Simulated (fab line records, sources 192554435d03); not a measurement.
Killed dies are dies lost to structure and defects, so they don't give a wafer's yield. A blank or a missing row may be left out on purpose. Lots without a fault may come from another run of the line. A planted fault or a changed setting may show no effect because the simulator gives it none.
One fault seen from 3 desks | flow n5_finfet | each desk has only its own numbers; what lay behind them comes last

THE TOOL OWNER'S DESK: litho_track-01
The tool's own readings at N5_BEOL_M11_COAT_22 (resist thk 90 nm): means of the sampled wafers that have a number, for each lot that ran on this tool. A lot is out of limits, marked OUT, if its mean lies more than 4 standard deviations from the usual mean; the brackets give that distance.
Columns: A = spin_speed_rpm at N5_BEOL_M11_COAT_22, usual 1500.0 rpm
lot  | first seen here | A
L797 | day 11 06:04    | 1499.4
L808 | day 14 08:35    | 1707.2 (+99 or more) OUT
L812 | day 15 07:35    | 1706.9 (+99 or more) OUT
This desk's finding: out of limits on L808, L812; first on L808, day 14 08:35 (spin_speed_rpm at N5_BEOL_M11_COAT_22). In limits: L797.

THE DEFECT DESK
What the inspections along the route counted, lot by lot: means of the sampled wafers that have a number. A lot is out of limits, marked OUT, if its mean lies more than 4 standard deviations from the usual mean; the brackets give that distance.
Columns: A = raw_defect_count at N5_BEOL_M11_INSPECT_13, usual 377; B = raw_defect_count at N5_BEOL_M11_INSPECT_30, usual 381
lot  | first seen here | A   | B
L794 | day 10 12:08    | 357 | 368
L797 | day 11 02:35    | 427 | 434
L810 | day 14 03:04    | 446 | 454
L808 | day 14 06:20    | 436 | 438
L814 | day 15 05:16    | 458 | 455
L812 | day 15 05:19    | 403 | 416
This desk's finding: nothing out of limits on any of the 6 lots.

THE METROLOGY DESK
What the gauges read, lot by lot, whatever tool the lot ran on: means of the sampled wafers that have a number. A lot is out of limits, marked OUT, if its mean lies more than 4 standard deviations from the usual mean; the brackets give that distance.
Columns: A = M11_OVL at N5_BEOL_M11_OVL_MEAS_12, usual 0.4 nm; B = cd_nm at N5_BEOL_M11_CD_MEAS_18, usual 70.0 nm; C = cd_nm at N5_BEOL_M11_CD_MEAS_28, usual 70.0 nm; D = V10_OVL at N5_BEOL_M11_OVL_MEAS_29, usual -0.2 nm
lot  | first seen here | A    | B    | C    | D
L794 | day 10 12:07    | -0.2 | 70.6 | 69.4 | 0.6
L797 | day 11 02:34    | 0.4  | 70.1 | 69.5 | -0.0
L810 | day 14 03:02    | -0.1 | 69.2 | 70.6 | -0.6
L808 | day 14 06:19    | 0.9  | 69.8 | 70.0 | -1.0
L814 | day 15 05:14    | 0.8  | 69.6 | 70.3 | -0.2
L812 | day 15 05:17    | 0.6  | 69.9 | 70.0 | -1.3
This desk's finding: nothing out of limits on any of the 6 lots.

PUT TOGETHER
The tool owner's desk could have raised an alarm at day 14 08:35, on L808, L812.
The defect desk saw nothing out of limits.
The metrology desk saw nothing out of limits.
The defect desk has L808, L812 on record, within its limits.
The metrology desk has L808, L812 on record, within its limits.
Of the lots named, all ran N5_BEOL_M11_COAT_22 on litho_track-01.

WHAT THE SIMULATOR HAD PUT IN
Process parameter drift: litho_track-01, from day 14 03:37 on, at N5_BEOL_M11_COAT_22. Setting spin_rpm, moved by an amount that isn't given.
Lots struck among those shown: L808, L812.
Hours from the fault's start to each desk's first reading out of limits: the tool owner's desk, 5.
